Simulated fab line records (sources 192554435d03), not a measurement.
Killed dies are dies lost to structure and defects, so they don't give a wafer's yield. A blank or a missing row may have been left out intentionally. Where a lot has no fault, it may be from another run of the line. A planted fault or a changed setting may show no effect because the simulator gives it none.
Matching of chambers	flow n5 finfet	3 sister chambers for N5_BEOL_M15_DEP_53 on pecvd-02
The step deposits SiCN from 3MS/NH3, target thk 50 nm, time 17.8 s. 3 wafers are shown with their chamber, then 7 later ones without.

WAFERS WITH THEIR CHAMBER
wafer	chamber	showerhead plenum p Torr (Torr)
L083.6	1	4.204
L086.5	2	4.186
L090.4	0	4.106

WAFERS WHOSE CHAMBER IS MISSING
wafer	showerhead plenum p Torr (Torr)
L090.6	4.190
L091.2	4.182
L091.5	4.195
L091.6	4.119
L093.2	4.119
L093.4	4.185
L093.6	4.183

WHICH CHAMBER EACH ONE RAN IN
wafer	from the rows above	in truth
L090.6	can't be placed: 2 or 1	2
L091.2	2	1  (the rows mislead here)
L091.5	can't be placed: 1 or 2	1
L091.6	0	0
L093.2	0	0
L093.4	2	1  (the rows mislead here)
L093.6	2	2
Placed correctly: 3 of 7. Unplaceable from these rows: 2, with the true chamber sitting among the candidates in 2. Number placed wrongly: 2.
How it was worked out, from the rows above alone: a wafer's distance from a chamber is the root of the sum, over the readings, of the square of ((its reading less the chamber's mean) divided by the reading's scatter). The wafer belongs to the nearest chamber; if the next one is less than 2 further off, it can't be placed. A chamber's mean is the mean of its shown wafers. The scatter (one wafer shown for each chamber): square how far every hidden wafer sits from the nearest shown wafer, average those squares and take the square root.
